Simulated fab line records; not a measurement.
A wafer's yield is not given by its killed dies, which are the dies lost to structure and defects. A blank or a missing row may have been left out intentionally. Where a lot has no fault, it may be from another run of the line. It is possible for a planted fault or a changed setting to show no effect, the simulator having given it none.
fab line records + flow n5-finfet
record:
- lots: 7
- wafers: 21
route steps=1938 shown BEOL_M3@959 BEOL_M4@1023 BEOL_M5@1116
start-h: hours from the record's opening day to when the first of the lot's shown wafers began + wait-h: how many hours have passed since the lot's step before this one + " repeats the value in the row above + L1.1+2: several wafers, shown together as one row + - no value present, or no start provided + * or withheld: withheld + < > ~ a bound
route shown NAME@n: a module of which the file shows steps, and the number in the route of the first + usual: mean/standard deviation of fault-free wafers + same: alike in all rows + chamber/n: place in a boat + sites: per-site readings + _std_site: the values' standard deviation + _edge_site: mean of outer sites minus mean of inner sites + radius-mm: for every site, how far away it sits from the centre of the wafer + mask NAME#n: copy n + behind: the last tool/chamber to shape the wafer + hold: the reason the lot was held/the length of the hold in hours/how it ended + device: whichever transistor did not switch (one of n, p or np) + end of line: the same wafers' tests at the end of the route + a step without rows: its recipe alone + killed: not the wafer's yield, but the dies lost to structure and defects at the first sort + map: per-die view of a wafer (x killed, . not killed, _ where there is no die)
set.NAME: setting as actually run; set.NAME@STEP: the setting as run at that earlier step + model.NAME: the simulator's own value behind a step, which no gauge read
lots whose settings were changed on purpose; a table a step, a row a wafer
== steps ==
step: N5_BEOL_M3_COAT_76
recipe:
- resist: underlayer
- temp-c: 205
- time-s: 60
- spin-rpm: 1500
- resist-thk-nm: 5
| lot.wafer  | tool           | chamber | start-h | wait-h | set.spin-rpm |
|------------|----------------|---------|---------|--------|--------------|
| L074.2+3+6 | litho-track-04 | 0       | -       | -      | 1500         |
| L075.1+4+6 | litho-track-01 | 0       | -       | -      | 1500         |
| L086.3+5+6 | litho-track-04 | 0       | -       | -      | 1500         |
| L088.2+3+6 | litho-track-03 | 0       | -       | -      | 1500         |
| L089.1+6   | litho-track-04 | 0       | -       | -      | 1500         |
| L089.4     | "              | 0       | "       | "      | 1660         |
| L095.1+4   | litho-track-04 | 0       | -       | -      | 1500         |
| L095.3     | "              | 0       | "       | "      | 1575         |
| L096.1+2   | litho-track-03 | 0       | -       | -      | 1555         |
| L096.6     | "              | 0       | "       | "      | 1500         |
step: N5_BEOL_M3_COAT_22
recipe:
- resist: CAR-EUV
- spin-rpm: 1500
- resist-thk-nm: 30
step: N5_BEOL_M3_EBR_24
recipe:
- solvent: PGMEA
- ebr-width-mm: 1.5
step: N5_BEOL_M3_DESCUM_33
recipe:
- chemistry: O2
- time-s: 7
- source-power-w: 50
- bias-power-w: 20
- pressure-mtorr: 20
- rf-frequency-hz: 2.712e+07
- temp-c: 40
- resist: CAR-EUV
- o2-flow-sccm: 225
step: N5_BEOL_M3_ETCH_77
recipe:
- chemistry: N2/H2
- target: underlayer
- target-depth-a: 65
- mask-material: CAR-EUV
- time-s: 5.2
- ion-energy-ev: 200
- pressure-mtorr: 30
- source-w: 840
- bias-w: 150
- n2-flow-sccm: 200
- h2-flow-sccm: 200
- ends: cleared
| lot.wafer | tool        | chamber | start-h | wait-h | set.spin-rpm@BEOL_M3_COAT_76 | model.etch.depth-nm |
|-----------|-------------|---------|---------|--------|------------------------------|---------------------|
| L074.2    | rie-diel-04 | 2       | 150.19  | 0.0    | 1500                         | 5                   |
| L074.3    | "           | 1       | "       | "      | 1500                         | 4.98                |
| L074.6    | "           | 2       | "       | "      | 1500                         | 4.984               |
| L075.1    | rie-diel-02 | 2       | 155.22  | 0.0    | 1500                         | 5.015               |
| L075.4    | "           | 1       | "       | "      | 1500                         | 5.011               |
| L075.6    | "           | 3       | "       | "      | 1500                         | 5.009               |
| L086.3    | rie-diel-02 | 1       | 217.23  | 0.0    | 1500                         | 4.985               |
| L086.5    | "           | 3       | "       | "      | 1500                         | 4.981               |
| L086.6    | "           | 2       | "       | "      | 1500                         | 4.976               |
| L088.2    | rie-diel-05 | 2       | 227.73  | 0.0    | 1500                         | 5.007               |
| L088.3    | "           | 0       | "       | "      | 1500                         | 5.001               |
| L088.6    | "           | 1       | "       | "      | 1500                         | 4.99                |
| L089.1    | rie-diel-02 | 2       | 236.99  | 0.0    | 1500                         | 4.995               |
| L089.4    | "           | 0       | "       | "      | 1660                         | 4.748               |
| L089.6    | "           | 0       | "       | "      | 1500                         | 5.005               |
| L095.1    | rie-diel-02 | 2       | 267.29  | 0.0    | 1500                         | 4.99                |
| L095.3    | "           | 0       | "       | "      | 1575                         | 4.856               |
| L095.4    | "           | 3       | "       | "      | 1500                         | 4.988               |
| L096.1    | rie-diel-02 | 1       | 272.06  | 0.0    | 1555                         | 4.901               |
| L096.2    | "           | 0       | "       | "      | 1555                         | 4.913               |
| L096.6    | "           | 3       | "       | "      | 1500                         | 4.986               |
step: N5_BEOL_M3_ETCH_69
recipe:
- chemistry: CF4
- target: SiARC
- target-depth-a: 156
- mask-material: CAR-EUV
- time-s: 26
- ion-energy-ev: 80
- pressure-mtorr: 40
- source-w: 545
- bias-w: 36
- Ar_flow_sccm: 100
- cf4-flow-sccm: 100
- ends: cleared
step: N5_BEOL_M3_ALD_98
recipe:
- material: SiO2
- target-thk-a: 25
- temp-c: 100
- ald-precursor-family: BDEAS
- ald-co-reactant: O2-plasma
- pulse-time-s: 1
- co-reactant-pulse-time-s: 1
- purge-time-s: 2
- co-reactant-purge-time-s: 2
- ald-cycles: 17
- pressure-torr: 2
step: N5_BEOL_M3_ETCHBACK_99
recipe:
- chemistry: CHF3
- target: SiO2
- target-depth-a: 50
- time-s: 10.4
- source-w: 215
- bias-w: 47
- Ar_flow_sccm: 200
- CHF3_flow_sccm: 12
- ion-energy-ev: 100
- pressure-mtorr: 30
step: N5_BEOL_M3_ETCH_70
recipe:
- chemistry: N2/H2
- target: SOC
- target-depth-a: 800
- overetch-a: 160
- mask-material: SiARC
- temp-c: 40
- time-s: 120
- ion-energy-ev: 200
- pressure-mtorr: 30
- source-w: 840
- bias-w: 150
- n2-flow-sccm: 200
- h2-flow-sccm: 200
| lot.wafer | tool        | chamber | start-h | wait-h | set.spin-rpm@BEOL_M3_COAT_67 | model.etch.depth-nm |
|-----------|-------------|---------|---------|--------|------------------------------|---------------------|
| L074.2    | rie-diel-02 | 0       | 150.79  | 0.0    | 1500                         | 59.98               |
| L074.3    | "           | 3       | "       | "      | 1500                         | 59.99               |
| L074.6    | "           | 0       | "       | "      | 1336                         | 63.32               |
| L075.1    | rie-diel-04 | 2       | 157.95  | 0.0    | 1500                         | 60.25               |
| L075.4    | "           | 3       | "       | "      | 1500                         | 60.11               |
| L075.6    | "           | 0       | "       | "      | 1500                         | 60.01               |
| L086.3    | rie-diel-04 | 0       | 222.25  | 0.0    | 1500                         | 59.8                |
| L086.5    | "           | 0       | "       | "      | 1500                         | 59.88               |
| L086.6    | "           | 3       | "       | "      | 1500                         | 60                  |
| L088.2    | rie-diel-02 | 2       | 228.81  | 0.0    | 1500                         | 59.8                |
| L088.3    | "           | 1       | "       | "      | 1500                         | 59.83               |
| L088.6    | "           | 0       | "       | "      | 1500                         | 59.69               |
| L089.1    | rie-diel-02 | 2       | 237.25  | 0.0    | 1655                         | 56.92               |
| L089.4    | "           | 1       | "       | "      | 1500                         | 59.95               |
| L089.6    | "           | 3       | "       | "      | 1655                         | 56.77               |
| L095.1    | rie-diel-02 | 2       | 268.85  | 0.0    | 1614                         | 57.74               |
| L095.3    | "           | 1       | "       | "      | 1500                         | 59.82               |
| L095.4    | "           | 0       | "       | "      | 1614                         | 57.69               |
| L096.1    | rie-diel-02 | 2       | 275.39  | 0.0    | 1591                         | 58.23               |
| L096.2    | "           | 3       | "       | "      | 1500                         | 60.04               |
| L096.6    | "           | 2       | "       | "      | 1500                         | 60.1                |
step: N5_BEOL_M3_STRIP_71
recipe:
- chemistry: N2/H2
- temp-c: 40
- n2-flow-sccm: 200
- h2-flow-sccm: 200
- rf-frequency-hz: 6e+07
step: N5_BEOL_M3_STRIP_78
recipe:
- chemistry: N2/H2
- temp-c: 40
- n2-flow-sccm: 200
- h2-flow-sccm: 200
- rf-frequency-hz: 6e+07
step: N5_BEOL_M3_VIA_ETCH_34
recipe:
- chemistry: C4F6/O2
- target-depth-a: 694
- mask-material: SOC
- pressure-mtorr: 15
- ion-energy-ev: 250
- taper-deg: 4
- time-s: 65.9
- source-w: 350
- bias-w: 170
- Ar_flow_sccm: 300
- C4F6_flow_sccm: 10
- O2_flow_sccm: 10
| lot.wafer | tool        | chamber | start-h | wait-h | set.spin-rpm@BEOL_M3_COAT_67 | model.SOC_of_BEOL_M3_COAT_67.thk-nm |
|-----------|-------------|---------|---------|--------|------------------------------|-------------------------------------|
| L074.2    | rie-diel-02 | 0       | 150.89  | 0.0    | 1500                         | 51.8                                |
| L074.3    | "           | 3       | "       | "      | 1500                         | 52.2                                |
| L074.6    | "           | 0       | "       | "      | 1336                         | 55.2                                |
| L075.1    | rie-diel-04 | 2       | 158.05  | 0.0    | 1500                         | 52.2                                |
| L075.4+6  | "           | 3,0     | "       | "      | 1500                         | 52                                  |
| L086.3    | rie-diel-04 | 0       | 222.35  | 0.0    | 1500                         | 51.6                                |
| L086.5+6  | "           | 0,3     | "       | "      | 1500                         | 51.8                                |
| L088.2+3  | rie-diel-02 | 2,1     | 228.91  | 0.0    | 1500                         | 51.8                                |
| L088.6    | "           | 0       | "       | "      | 1500                         | 51.4                                |
| L089.1    | rie-diel-02 | 2       | 237.35  | 0.0    | 1655                         | 49                                  |
| L089.4    | "           | 1       | "       | "      | 1500                         | 51.8                                |
| L089.6    | "           | 3       | "       | "      | 1655                         | 48.6                                |
| L095.1    | rie-diel-02 | 2       | 268.95  | 0.0    | 1614                         | 50                                  |
| L095.3    | "           | 1       | "       | "      | 1500                         | 51.8                                |
| L095.4    | "           | 0       | "       | "      | 1614                         | 49.4                                |
| L096.1    | rie-diel-02 | 2       | 275.49  | 0.0    | 1591                         | 50.4                                |
| L096.2+6  | "           | 3,2     | "       | "      | 1500                         | 52.2                                |
step: N5_BEOL_M4_PECVD_72
recipe:
- material: SiO2
- target-thk-a: 160
- temp-c: 400
- precursor: TEOS/O2
- pressure-torr: 5.5
- rf-w: 450
- teos-flow-sccm: 53.8
- gas: O2
- flow-sccm: 3000
- time-s: 18
| lot.wafer | tool     | chamber | start-h | wait-h | set.time-s | model.SiO2_of_BEOL_M4_PECVD_72.thk-nm |
|-----------|----------|---------|---------|--------|------------|---------------------------------------|
| L074.2    | pecvd-03 | 2       | 155.01  | 0.0    | 18         | 16                                    |
| L074.3    | "        | 0       | "       | "      | 18         | 15.8                                  |
| L074.6    | "        | 2       | "       | "      | 18         | 16.2                                  |
| L075.1    | pecvd-03 | 1       | 162.65  | 0.0    | 18         | 15.8                                  |
| L075.4+6  | "        | 1,2     | "       | "      | 18         | 16.2                                  |
| L086.3    | pecvd-03 | 2       | 227.36  | 0.0    | 18         | 15.6                                  |
| L086.5+6  | "        | 1,2     | "       | "      | 18         | 16                                    |
| L088.2    | pecvd-01 | 0       | 233.27  | 0.0    | 18         | 16.2                                  |
| L088.3    | "        | 2       | "       | "      | 18         | 16.4                                  |
| L088.6    | "        | 2       | "       | "      | 18         | 16.6                                  |
| L089.1    | pecvd-01 | 0       | 242.10  | 0.0    | 20.25      | 17.8                                  |
| L089.4    | "        | 0       | "       | "      | 18         | 16.4                                  |
| L089.6    | "        | 1       | "       | "      | 18         | 16                                    |
| L095.1    | pecvd-04 | 0       | 273.99  | 0.0    | 18         | 15.4                                  |
| L095.3    | "        | 1       | "       | "      | 18         | 15.8                                  |
| L095.4    | "        | 1       | "       | "      | 20.41      | 18                                    |
| L096.1    | pecvd-03 | 1       | 279.89  | 0.0    | 18         | 16                                    |
| L096.2    | "        | 0       | "       | "      | 19.92      | 17.6                                  |
| L096.6    | "        | 2       | "       | "      | 18         | 16.2                                  |
step: N5_BEOL_M5_HM_DEP_02
recipe:
- material: TiN
- target-thk-a: 200
- temp-c: 25
- chamber-pressure-pa: 0.49996
| lot.wafer | tool           | chamber | start-h | wait-h | set.target-thk-a | model.TiN_of_BEOL_M5_HM_DEP_02.thk-nm |
|-----------|----------------|---------|---------|--------|------------------|---------------------------------------|
| L074.2    | pvd-sputter-02 | -       | 168.42  | 1.0    | 200              | 20.4                                  |
| L074.3    | "              | -       | "       | "      | 222.4            | 22.8                                  |
| L074.6    | "              | -       | "       | "      | 222.4            | 22.6                                  |
| L075.1    | pvd-sputter-02 | -       | 175.41  | 0.4    | 200              | 19.6                                  |
| L075.4    | "              | -       | "       | "      | 200              | 19.8                                  |
| L075.6    | "              | -       | "       | "      | 200              | 20                                    |
| L086.3+6  | pvd-sputter-01 | -       | 242.08  | 1.7    | 176.1            | 17.4                                  |
| L086.5    | "              | -       | "       | "      | 200              | 19.6                                  |
| L088.2    | pvd-sputter-01 | -       | 247.03  | 0.0    | 215              | 21.4                                  |
| L088.3    | "              | -       | "       | "      | 200              | 20                                    |
| L088.6    | "              | -       | "       | "      | 215              | 21.6                                  |
| L089.1    | pvd-sputter-02 | -       | 256.81  | 0.7    | 200              | 20.6                                  |
| L089.4+6  | "              | -       | "       | "      | 200              | 20.4                                  |
| L095.1    | pvd-sputter-01 | -       | 298.46  | 0.3    | 200              | 20                                    |
| L095.3    | "              | -       | "       | "      | 216.2            | 21.6                                  |
| L095.4    | "              | -       | "       | "      | 216.2            | 21.4                                  |
| L096.1    | pvd-sputter-01 | -       | 300.29  | 0.2    | 200              | 19.8                                  |
| L096.2+6  | "              | -       | "       | "      | 177.9            | 17.6                                  |
step: N5_BEOL_M5_EXPOSE_08
recipe:
- mask-id: M5
- na: 0.33
- source-shape: annular
- sigma-inner: 0.4
- sigma-outer: 0.8
- polarization: unpolarized
- target-cd-nm: 28
- dose-mj: 35.75
| lot.wafer  | tool           | chamber | start-h | wait-h | mask | set.dose-mj |
|------------|----------------|---------|---------|--------|------|-------------|
| L074.2+3   | euv-scanner-01 | 0       | 168.82  | -      | M5#0 | 35.75       |
| L074.6     | "              | 0       | "       | "      | M5#0 | 37.76       |
| L075.1+4+6 | euv-scanner-02 | 0       | 175.80  | -      | M5#0 | 35.75       |
| L086.3+5+6 | euv-scanner-01 | 0       | 242.48  | -      | M5#0 | 35.75       |
| L088.2+3   | euv-scanner-02 | 0       | 247.42  | -      | M5#0 | 37.72       |
| L088.6     | "              | 0       | "       | "      | M5#0 | 35.75       |
| L089.1     | euv-scanner-02 | 0       | 257.07  | -      | M5#0 | 34.32       |
| L089.4+6   | "              | 0       | "       | "      | M5#0 | 35.75       |
| L095.1+3   | euv-scanner-02 | 0       | 298.73  | -      | M5#0 | 35.75       |
| L095.4     | "              | 0       | "       | "      | M5#0 | 37.21       |
| L096.1+2+6 | euv-scanner-01 | 0       | 300.67  | -      | M5#0 | 38.11       |
step: N5_BEOL_M5_PEB_09
recipe:
- peb-temp-c: 100
- peb-time-s: 60
- resist: CAR-EUV
step: N5_BEOL_M5_DEVELOP_10
recipe:
- develop-time-s: 30
- developer: TMAH
- resist: CAR-EUV
- rinse-liquid: surfactant-rinse
- dry: air-spin
- dev-temp-c: 23
step: N5_BEOL_M5_CD_MEAS_11
recipe:
- target-cd-nm: 27.74
- landing-energy-ev: 500
- detector: se-inlens
usual:
- cd-nm: 28.12/0.24
| lot.wafer | tool      | chamber | start-h | wait-h | set.dose-mj@BEOL_M5_EXPOSE_08 | cd-nm |
|-----------|-----------|---------|---------|--------|-------------------------------|-------|
| L074.2    | cd-sem-01 | 0       | 168.94  | -      | 35.75                         | 28.19 |
| L074.3    | "         | 0       | "       | "      | 35.75                         | 28.22 |
| L074.6    | "         | 0       | "       | "      | 37.76                         | 29.41 |
| L075.1    | cd-sem-02 | 0       | 175.92  | -      | 35.75                         | 28.26 |
| L075.4    | "         | 0       | "       | "      | 35.75                         | 27.91 |
| L075.6    | "         | 0       | "       | "      | 35.75                         | 27.66 |
| L086.3    | cd-sem-02 | 0       | 242.60  | -      | 35.75                         | 28.26 |
| L086.5    | "         | 0       | "       | "      | 35.75                         | 28.16 |
| L086.6    | "         | 0       | "       | "      | 35.75                         | 28.52 |
| L088.2    | cd-sem-01 | 0       | 247.55  | -      | 37.72                         | 28.82 |
| L088.3    | "         | 0       | "       | "      | 37.72                         | 28.92 |
| L088.6    | "         | 0       | "       | "      | 35.75                         | 28.36 |
| L089.1    | cd-sem-01 | 0       | 257.21  | -      | 34.32                         | 27.07 |
| L089.4    | "         | 0       | "       | "      | 35.75                         | 28.17 |
| L089.6    | "         | 0       | "       | "      | 35.75                         | 27.77 |
| L095.1    | cd-sem-02 | 0       | 298.85  | -      | 35.75                         | 28.03 |
| L095.3    | "         | 0       | "       | "      | 35.75                         | 28.44 |
| L095.4    | "         | 0       | "       | "      | 37.21                         | 28.91 |
| L096.1    | cd-sem-02 | 0       | 300.80  | -      | 38.11                         | 29.64 |
| L096.2    | "         | 0       | "       | "      | 38.11                         | 29.46 |
| L096.6    | "         | 0       | "       | "      | 38.11                         | 29.76 |
step: N5_BEOL_M5_DESCUM_16
recipe:
- chemistry: O2
- time-s: 7
- source-power-w: 50
- bias-power-w: 20
- pressure-mtorr: 20
- rf-frequency-hz: 2.712e+07
- temp-c: 40
- resist: CAR-EUV
- o2-flow-sccm: 225
| lot.wafer  | tool        | chamber | start-h | wait-h | set.dose-mj@BEOL_M5_EXPOSE_08 | model.BEOL_M5.cd-nm |
|------------|-------------|---------|---------|--------|-------------------------------|---------------------|
| L074.2+3   | rie-diel-04 | 2,0     | 169.13  | 0.1    | 35.75                         | 28.2                |
| L074.6     | "           | 3       | "       | "      | 37.76                         | 29.2                |
| L075.1     | rie-diel-05 | 1       | 176.05  | 0.0    | 35.75                         | 28.2                |
| L075.4     | "           | 0       | "       | "      | 35.75                         | 27.8                |
| L075.6     | "           | 0       | "       | "      | 35.75                         | 28                  |
| L086.3+5+6 | rie-diel-05 | 2,1,2   | 242.93  | 0.3    | 35.75                         | 28.4                |
| L088.2     | rie-diel-05 | 0       | 247.67  | 0.0    | 37.72                         | 28.8                |
| L088.3     | "           | 2       | "       | "      | 37.72                         | 29                  |
| L088.6     | "           | 3       | "       | "      | 35.75                         | 28                  |
| L089.1     | rie-diel-02 | 0       | 257.62  | 0.3    | 34.32                         | 27.2                |
| L089.4     | "           | 3       | "       | "      | 35.75                         | 28                  |
| L089.6     | "           | 2       | "       | "      | 35.75                         | 28.2                |
| L095.1+3   | rie-diel-04 | 2,0     | 298.98  | 0.0    | 35.75                         | 28                  |
| L095.4     | "           | 1       | "       | "      | 37.21                         | 29                  |
| L096.1+6   | rie-diel-02 | 3,0     | 300.97  | 0.1    | 38.11                         | 29.8                |
| L096.2     | "           | 1       | "       | "      | 38.11                         | 29.6                |
step: N5_BEOL_M5_ETCH_72
recipe:
- chemistry: N2/H2
- target: underlayer
- target-depth-a: 65
- mask-material: CAR-EUV
- time-s: 5.2
- ion-energy-ev: 200
- pressure-mtorr: 30
- source-w: 840
- bias-w: 150
- n2-flow-sccm: 200
- h2-flow-sccm: 200
- ends: cleared
| lot.wafer  | tool        | chamber | start-h | wait-h | set.dose-mj@BEOL_M5_EXPOSE_08 | model.BEOL_M5.cd-nm |
|------------|-------------|---------|---------|--------|-------------------------------|---------------------|
| L074.2+3   | rie-diel-04 | 2,0     | 169.16  | 0.0    | 35.75                         | 28.2                |
| L074.6     | "           | 3       | "       | "      | 37.76                         | 29.2                |
| L075.1     | rie-diel-05 | 1       | 176.08  | 0.0    | 35.75                         | 28.4                |
| L075.4+6   | "           | 0       | "       | "      | 35.75                         | 27.8                |
| L086.3+5+6 | rie-diel-05 | 2,1,2   | 242.97  | 0.0    | 35.75                         | 28.4                |
| L088.2     | rie-diel-05 | 0       | 247.70  | 0.0    | 37.72                         | 28.8                |
| L088.3     | "           | 2       | "       | "      | 37.72                         | 29                  |
| L088.6     | "           | 3       | "       | "      | 35.75                         | 27.8                |
| L089.1     | rie-diel-02 | 0       | 257.65  | 0.0    | 34.32                         | 27.2                |
| L089.4     | "           | 3       | "       | "      | 35.75                         | 27.8                |
| L089.6     | "           | 2       | "       | "      | 35.75                         | 28.2                |
| L095.1     | rie-diel-04 | 2       | 299.01  | 0.0    | 35.75                         | 28                  |
| L095.3     | "           | 0       | "       | "      | 35.75                         | 28.2                |
| L095.4     | "           | 1       | "       | "      | 37.21                         | 29                  |
| L096.1+2   | rie-diel-02 | 3,1     | 301.01  | 0.0    | 38.11                         | 29.6                |
| L096.6     | "           | 0       | "       | "      | 38.11                         | 29.8                |
step: N5_BEOL_M5_ETCH_61
recipe:
- chemistry: CF4
- target: SiARC
- target-depth-a: 156
- mask-material: CAR-EUV
- time-s: 26
- ion-energy-ev: 80
- pressure-mtorr: 40
- source-w: 545
- bias-w: 36
- Ar_flow_sccm: 100
- cf4-flow-sccm: 100
- ends: cleared
| lot.wafer  | tool        | chamber | start-h | wait-h | set.dose-mj@BEOL_M5_EXPOSE_08 | model.BEOL_M5.cd-nm |
|------------|-------------|---------|---------|--------|-------------------------------|---------------------|
| L074.2+3   | rie-diel-04 | 2,0     | 169.18  | 0.0    | 35.75                         | 28.2                |
| L074.6     | "           | 3       | "       | "      | 37.76                         | 29.2                |
| L075.1     | rie-diel-05 | 1       | 176.10  | 0.0    | 35.75                         | 28.4                |
| L075.4     | "           | 0       | "       | "      | 35.75                         | 27.8                |
| L075.6     | "           | 0       | "       | "      | 35.75                         | 28                  |
| L086.3+5+6 | rie-diel-05 | 2,1,2   | 242.99  | 0.0    | 35.75                         | 28.4                |
| L088.2     | rie-diel-05 | 0       | 247.72  | 0.0    | 37.72                         | 28.6                |
| L088.3     | "           | 2       | "       | "      | 37.72                         | 29                  |
| L088.6     | "           | 3       | "       | "      | 35.75                         | 27.8                |
| L089.1     | rie-diel-02 | 0       | 257.67  | 0.0    | 34.32                         | 27.4                |
| L089.4     | "           | 3       | "       | "      | 35.75                         | 27.8                |
| L089.6     | "           | 2       | "       | "      | 35.75                         | 28                  |
| L095.1     | rie-diel-04 | 2       | 299.03  | 0.0    | 35.75                         | 28                  |
| L095.3     | "           | 0       | "       | "      | 35.75                         | 28.2                |
| L095.4     | "           | 1       | "       | "      | 37.21                         | 29                  |
| L096.1+6   | rie-diel-02 | 3,0     | 301.02  | 0.0    | 38.11                         | 29.8                |
| L096.2     | "           | 1       | "       | "      | 38.11                         | 29.6                |
step: N5_BEOL_M5_ETCH_62
recipe:
- chemistry: N2/H2
- target: SOC
- target-depth-a: 750
- overetch-a: 150
- mask-material: SiARC
- temp-c: 40
- time-s: 112.5
- ion-energy-ev: 200
- pressure-mtorr: 30
- source-w: 840
- bias-w: 150
- n2-flow-sccm: 200
- h2-flow-sccm: 200
step: N5_BEOL_M5_STRIP_63
recipe:
- chemistry: N2/H2
- temp-c: 40
- n2-flow-sccm: 200
- h2-flow-sccm: 200
- rf-frequency-hz: 6e+07
step: N5_BEOL_M5_STRIP_73
recipe:
- chemistry: N2/H2
- temp-c: 40
- n2-flow-sccm: 200
- h2-flow-sccm: 200
- rf-frequency-hz: 6e+07
step: N5_BEOL_M5_STRIP_64
recipe:
- chemistry: CF4
- resist: SiARC
- power-w: 300
- bias-power-w: 75
- pressure-mtorr: 50
- cf4-flow-sccm: 150
- rf-frequency-hz: 6e+07
step: N5_BEOL_M5_HM_OPEN_17
recipe:
- chemistry: Cl2/BCl3
- target-depth-a: 200
- overetch-a: 60
- target: TiN
- mask-material: SOC
- ion-energy-ev: 150
- pressure-mtorr: 10
- icp-w: 1000
- bias-w: 126
- Cl2_flow_sccm: 53.25
- bcl3-flow-sccm: 21.75
- Ar_flow_sccm: 25
| lot.wafer | tool         | chamber | start-h | wait-h | set.target-thk-a@BEOL_M5_HM_DEP_02 | model.etch.depth-nm |
|-----------|--------------|---------|---------|--------|------------------------------------|---------------------|
| L074.2    | rie-metal-01 | 1       | 169.37  | 0.0    | 200                                | 20.47               |
| L074.3    | "            | 1       | "       | "      | 222.4                              | 22.74               |
| L074.6    | "            | 1       | "       | "      | 222.4                              | 22.6                |
| L075.1    | rie-metal-02 | 0       | 176.29  | 0.0    | 200                                | 19.58               |
| L075.4    | "            | 1       | "       | "      | 200                                | 19.8                |
| L075.6    | "            | 1       | "       | "      | 200                                | 19.91               |
| L086.3    | rie-metal-03 | 1       | 243.21  | 0.1    | 176.1                              | 17.43               |
| L086.5    | "            | 0       | "       | "      | 200                                | 19.64               |
| L086.6    | "            | 1       | "       | "      | 176.1                              | 17.39               |
| L088.2    | rie-metal-02 | 1       | 247.91  | 0.0    | 215                                | 21.41               |
| L088.3    | "            | 1       | "       | "      | 200                                | 20.08               |
| L088.6    | "            | 0       | "       | "      | 215                                | 21.55               |
| L089.1    | rie-metal-03 | 0       | 257.87  | 0.0    | 200                                | 20.55               |
| L089.4    | "            | 0       | "       | "      | 200                                | 20.41               |
| L089.6    | "            | 0       | "       | "      | 200                                | 20.4                |
| L095.1    | rie-metal-01 | 1       | 299.22  | 0.0    | 200                                | 19.91               |
| L095.3    | "            | 1       | "       | "      | 216.2                              | 21.5                |
| L095.4    | "            | 0       | "       | "      | 216.2                              | 21.46               |
| L096.1    | rie-metal-02 | 1       | 301.22  | 0.0    | 200                                | 19.77               |
| L096.2    | "            | 0       | "       | "      | 177.9                              | 17.54               |
| L096.6    | "            | 1       | "       | "      | 177.9                              | 17.56               |
step: N5_BEOL_M5_COAT_74
recipe:
- resist: underlayer
- temp-c: 205
- time-s: 60
- spin-rpm: 1500
- resist-thk-nm: 5
| lot.wafer  | tool           | chamber | start-h | wait-h | set.temp-c |
|------------|----------------|---------|---------|--------|------------|
| L074.2+3+6 | litho-track-04 | 0       | -       | -      | 205        |
| L075.1+4+6 | litho-track-04 | 0       | -       | -      | 205        |
| L086.3+5+6 | litho-track-04 | 0       | -       | -      | 205        |
| L088.2+6   | litho-track-02 | 0       | -       | -      | 210        |
| L088.3     | "              | 0       | "       | "      | 205        |
| L089.1+4   | litho-track-01 | 0       | -       | -      | 205        |
| L089.6     | "              | 0       | "       | "      | 198.2      |
| L095.1+3+4 | litho-track-02 | 0       | -       | -      | 205        |
| L096.1     | litho-track-04 | 0       | -       | -      | 211.6      |
| L096.2+6   | "              | 0       | "       | "      | 205        |
step: N5_BEOL_M5_COAT_22
recipe:
- resist: CAR-EUV
- spin-rpm: 1500
- resist-thk-nm: 30
step: N5_BEOL_M5_EBR_24
recipe:
- solvent: PGMEA
- ebr-width-mm: 1.5
step: N5_BEOL_M5_STRIP_85
recipe:
- chemistry: C4F6/O2
- resist: SiARC
- rf-frequency-hz: 6e+07
step: N5_BEOL_M5_STRIP_36
recipe:
- chemistry: N2/H2
- power-w: 450
- temp-c: 40
- pressure-mtorr: 20
- rf-frequency-hz: 6e+07
- overash-fraction: 0.3
- bias-power-w: 7
- h2-frac: 0.5
- n2-flow-sccm: 200
- h2-flow-sccm: 200
step: N5_BEOL_M5_TRENCH_ETCH_37
recipe:
- chemistry: C4F6/O2
- target-depth-a: 716.52
- target: SiCOH_lowk
- time-s: 24.7
- ion-energy-ev: 250
- pressure-mtorr: 30
- source-w: 345
- bias-w: 185
- Ar_flow_sccm: 300
- C4F6_flow_sccm: 10
- O2_flow_sccm: 10
| lot.wafer  | tool        | chamber | start-h | wait-h | set.target-thk-a@BEOL_M5_HM_DEP_02 | model.TiN_of_BEOL_M5_HM_DEP_02.thk-nm |
|------------|-------------|---------|---------|--------|------------------------------------|---------------------------------------|
| L074.2     | rie-diel-05 | 1       | -       | -      | 200                                | 18.4                                  |
| L074.3+6   | "           | 2,3     | "       | "      | 222.4                              | 20.6                                  |
| L075.1+4   | rie-diel-05 | 3,1     | -       | -      | 200                                | 17.6                                  |
| L075.6     | "           | 1       | "       | "      | 200                                | 17.8                                  |
| L086.3+6   | rie-diel-05 | 0,2     | -       | -      | 176.1                              | 15.4                                  |
| L086.5     | "           | 3       | "       | "      | 200                                | 17.6                                  |
| L088.2     | rie-diel-02 | 3       | -       | -      | 215                                | 19.4                                  |
| L088.3     | "           | 1       | "       | "      | 200                                | 18                                    |
| L088.6     | "           | 2       | "       | "      | 215                                | 19.6                                  |
| L089.1+4+6 | rie-diel-02 | 1,2,1   | -       | -      | 200                                | 18.4                                  |
| L095.1     | rie-diel-02 | 1       | -       | -      | 200                                | 17.8                                  |
| L095.3+4   | "           | 0,3     | "       | "      | 216.2                              | 19.4                                  |
| L096.1     | rie-diel-04 | 2       | -       | -      | 200                                | 17.6                                  |
| L096.2+6   | "           | 1,3     | "       | "      | 177.9                              | 15.4                                  |
== key ==
split:
- step: N5_BEOL_M3_COAT_76
- setting: spin-rpm
- stated: 1500
- by: wafer
response:
- step: N5_BEOL_M3_ETCH_77
- reading: model.etch.depth-nm
- change: -0.0239
- per: 1%
- r: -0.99
split:
- step: N5_BEOL_M4_PECVD_72
- setting: time-s
- stated: 18
- by: wafer
response:
- step: N5_BEOL_M4_PECVD_72
- reading: model.SiO2_of_BEOL_M4_PECVD_72.thk-nm
- change: +0.152
- per: 1%
- r: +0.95
split:
- step: N5_BEOL_M5_HM_DEP_02
- setting: target-thk-a
- stated: 200
- by: wafer
response:
- step: N5_BEOL_M5_HM_DEP_02
- reading: model.TiN_of_BEOL_M5_HM_DEP_02.thk-nm
- change: +0.195
- per: 1%
- r: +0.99
response:
- step: N5_BEOL_M5_HM_OPEN_17
- reading: model.etch.depth-nm
- change: +0.193
- per: 1%
- r: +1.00
response:
- step: N5_BEOL_M5_TRENCH_ETCH_37
- reading: model.TiN_of_BEOL_M5_HM_DEP_02.thk-nm
- change: +0.194
- per: 1%
- r: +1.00
split:
- step: N5_BEOL_M5_EXPOSE_08
- setting: dose-mj
- stated: 35.75
- by: wafer
response:
- step: N5_BEOL_M5_CD_MEAS_11
- reading: cd-nm
- change: +0.169
- per: 1%
- r: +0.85
response:
- step: N5_BEOL_M5_DESCUM_16
- reading: model.BEOL_M5.cd-nm
- change: +0.193
- per: 1%
- r: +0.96
response:
- step: N5_BEOL_M5_ETCH_72
- reading: model.BEOL_M5.cd-nm
- change: +0.196
- per: 1%
- r: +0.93
response:
- step: N5_BEOL_M5_ETCH_61
- reading: model.BEOL_M5.cd-nm
- change: +0.178
- per: 1%
- r: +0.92
split:
- step: N5_BEOL_M5_COAT_74
- setting: temp-c
- stated: 205
- by: wafer
response none clear
split outside-this-file step=N5_BEOL_M3_COAT_67 setting=spin-rpm
split outside-this-file: this setting was split too, and the file shows its column; the key of that split is in another file
